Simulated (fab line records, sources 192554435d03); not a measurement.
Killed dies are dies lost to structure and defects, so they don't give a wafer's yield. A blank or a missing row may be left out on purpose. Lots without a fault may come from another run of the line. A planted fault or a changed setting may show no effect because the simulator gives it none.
Chamber matching | flow n5_finfet | N5_MOL_CONTACT_COAG_ETCH_124 on rie_diel-03: 4 sister chambers
The step etches SiNx in CH3F/O2, stops on SiOC, target depth 6.5 nm. 22 wafers are shown with their chamber, then 11 later ones without.

WAFERS WITH THEIR CHAMBER
wafer  | chamber | showerhead_plenum_p_Torr (Torr) | drypump_motor_current_A (A) | rf_vpp_V (V)
L074.1 | 2       | 2.08                            | 5.97                        | 297
L074.4 | 1       | 1.95                            | 5.77                        | 284
L074.6 | 2       | 2.08                            | 5.99                        | 297
L076.2 | 1       | 1.95                            | 5.76                        | 284
L076.4 | 0       | 1.99                            | 5.53                        | 287
L076.6 | 1       | 1.95                            | 5.78                        | 284
L077.2 | 0       | 1.99                            | 5.52                        | 285
L077.3 | 3       | 1.93                            | 5.65                        | 290
L077.5 | 3       | 1.93                            | 5.67                        | 291
L080.2 | 2       | 2.08                            | 5.94                        | 298
L080.4 | 3       | 1.93                            | 5.67                        | 290
L080.5 | 3       | 1.93                            | 5.64                        | 291
L079.4 | 0       | 1.98                            | 5.53                        | 286
L079.5 | 2       | 2.08                            | 5.93                        | 298
L079.6 | 3       | 1.93                            | 5.64                        | 291
L085.2 | 0       | 1.98                            | 5.51                        | 287
L085.3 | 3       | 1.93                            | 5.66                        | 291
L085.4 | 1       | 1.94                            | 5.77                        | 283
L087.1 | 2       | 2.08                            | 5.94                        | 297
L087.2 | 1       | 1.94                            | 5.78                        | 284
L087.6 | 2       | 2.07                            | 5.95                        | 297
L089.1 | 3       | 1.92                            | 5.65                        | 290

SIGNATURES (means of the wafers above)
reading                  | chamber 0 | chamber 1 | chamber 2 | chamber 3 | scatter within a chamber
showerhead_plenum_p_Torr | 1.9850    | 1.9460    | 2.0783    | 1.9286    | 0.00465
drypump_motor_current_A  | 5.5225    | 5.7720    | 5.9533    | 5.6543    | 0.015
rf_vpp_V                 | 286.25    | 283.80    | 297.33    | 290.57    | 0.605
Rule: a wafer's distance from a chamber is the root of the sum, over the readings, of the square of ((its reading less the chamber's mean) divided by the reading's scatter). The wafer belongs to the nearest chamber; if the next one is less than 2 further off, it can't be placed. The scatter: the root of (the sum of the squares of (reading less its chamber's mean) over the shown wafers, divided by (wafers less chambers)).

WAFERS WITHOUT THEIR CHAMBER
wafer  | showerhead_plenum_p_Torr (Torr) | drypump_motor_current_A (A) | rf_vpp_V (V)
L089.2 | 1.94                            | 5.78                        | 284
L089.4 | 2.07                            | 5.92                        | 297
L093.2 | 1.93                            | 5.77                        | 283
L093.3 | 1.98                            | 5.51                        | 285
L093.6 | 2.07                            | 5.97                        | 295
L094.2 | 1.93                            | 5.78                        | 283
L094.3 | 1.92                            | 5.63                        | 290
L094.4 | 2.07                            | 5.94                        | 297
L096.1 | 1.93                            | 5.78                        | 284
L096.2 | 1.92                            | 5.65                        | 290
L096.5 | 1.93                            | 5.77                        | 283

WHICH CHAMBER EACH WENT THROUGH
wafer  | from the rows above | in truth
L089.2 | 1                   | 1
L089.4 | 2                   | 2
L093.2 | 1                   | 1
L093.3 | 0                   | 0
L093.6 | 2                   | 2
L094.2 | 1                   | 1
L094.3 | 3                   | 3
L094.4 | 2                   | 2
L096.1 | 1                   | 1
L096.2 | 3                   | 3
L096.5 | 1                   | 1
Placed correctly: 11 of 11. Can't be placed from these rows: 0. Placed wrongly: 0.
